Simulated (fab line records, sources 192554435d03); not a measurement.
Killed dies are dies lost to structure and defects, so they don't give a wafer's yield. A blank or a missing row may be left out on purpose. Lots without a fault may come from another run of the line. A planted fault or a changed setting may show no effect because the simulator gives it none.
Chamber matching | flow n5_finfet | N5_BEOL_M9_DEP_56 on pecvd-03: 3 sister chambers
The step deposits SiCN from 3MS/NH3, target thk 15 nm, time 26.5 s. 30 wafers are shown with their chamber, then 12 later ones without.

WAFERS WITH THEIR CHAMBER
wafer  | chamber | showerhead_plenum_p_Torr (Torr) | throttle_valve_pct (%) | rf_fwd_power_W (W)
L077.1 | 1       | 3.680                           | 9.0                    | 200.4
L077.4 | 0       | 3.690                           | 9.2                    | 199.4
L077.6 | 1       | 3.670                           | 8.8                    | 200.9
L075.1 | 1       | 3.666                           | 9.4                    | 201.2
L075.2 | 0       | 3.696                           | 8.9                    | 201.4
L075.6 | 0       | 3.686                           | 9.1                    | 200.8
L075.3 | 1       | 3.669                           | 9.2                    | 201.3
L075.4 | 0       | 3.689                           | 9.3                    | 200.6
L075.5 | 1       | 3.667                           | 9.3                    | 200.8
L081.1 | 0       | 3.686                           | 9.1                    | 201.0
L081.2 | 1       | 3.678                           | 9.3                    | 200.6
L081.3 | 2       | 3.651                           | 8.7                    | 199.5
L081.4 | 2       | 3.642                           | 9.0                    | 200.0
L081.5 | 1       | 3.679                           | 9.3                    | 200.3
L081.6 | 0       | 3.686                           | 9.2                    | 200.3
L084.3 | 0       | 3.694                           | 9.5                    | 199.5
L084.5 | 1       | 3.659                           | 9.2                    | 201.0
L084.6 | 0       | 3.693                           | 9.5                    | 199.4
L086.1 | 2       | 3.642                           | 8.5                    | 199.8
L086.2 | 0       | 3.694                           | 9.4                    | 201.1
L086.3 | 1       | 3.658                           | 9.3                    | 201.6
L087.1 | 1       | 3.668                           | 9.0                    | 199.6
L087.3 | 0       | 3.693                           | 9.2                    | 200.4
L087.4 | 0       | 3.697                           | 9.4                    | 200.4
L088.1 | 1       | 3.675                           | 9.3                    | 199.9
L088.4 | 1       | 3.668                           | 9.2                    | 199.3
L088.5 | 0       | 3.691                           | 9.1                    | 201.4
L090.3 | 1       | 3.667                           | 9.2                    | 200.0
L090.4 | 2       | 3.639                           | 8.9                    | 199.3
L090.6 | 0       | 3.682                           | 9.3                    | 200.4

SIGNATURES (means of the wafers above)
reading                  | chamber 0 | chamber 1 | chamber 2 | scatter within a chamber
showerhead_plenum_p_Torr | 3.69054   | 3.66954   | 3.64350   | 0.00578
throttle_valve_pct       | 9.246     | 9.192     | 8.775     | 0.177
rf_fwd_power_W           | 200.469   | 200.531   | 199.650   | 0.662
Rule: a wafer's distance from a chamber is the root of the sum, over the readings, of the square of ((its reading less the chamber's mean) divided by the reading's scatter). The wafer belongs to the nearest chamber; if the next one is less than 2 further off, it can't be placed. The scatter: the root of (the sum of the squares of (reading less its chamber's mean) over the shown wafers, divided by (wafers less chambers)).

WAFERS WITHOUT THEIR CHAMBER
wafer  | showerhead_plenum_p_Torr (Torr) | throttle_valve_pct (%) | rf_fwd_power_W (W)
L091.2 | 3.665                           | 9.3                    | 200.2
L091.3 | 3.645                           | 8.6                    | 199.8
L091.6 | 3.687                           | 9.5                    | 200.7
L092.2 | 3.641                           | 9.0                    | 199.7
L092.3 | 3.683                           | 9.5                    | 201.9
L092.4 | 3.646                           | 8.6                    | 200.3
L094.1 | 3.668                           | 9.2                    | 200.9
L094.2 | 3.646                           | 8.8                    | 199.5
L094.4 | 3.698                           | 9.4                    | 201.8
L095.2 | 3.692                           | 9.5                    | 201.2
L095.3 | 3.673                           | 9.5                    | 199.4
L095.4 | 3.677                           | 9.1                    | 199.4

WHICH CHAMBER EACH WENT THROUGH
wafer  | from the rows above     | in truth
L091.2 | 1                       | 1
L091.3 | 2                       | 2
L091.6 | can't be placed: 0 or 1 | 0
L092.2 | 2                       | 2
L092.3 | can't be placed: 0 or 1 | 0
L092.4 | 2                       | 2
L094.1 | 1                       | 1
L094.2 | 2                       | 2
L094.4 | 0                       | 0
L095.2 | 0                       | 0
L095.3 | can't be placed: 1 or 0 | 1
L095.4 | can't be placed: 1 or 0 | 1
Placed correctly: 8 of 12. Can't be placed from these rows: 4 (the true chamber is among the candidates in 4). Placed wrongly: 0.
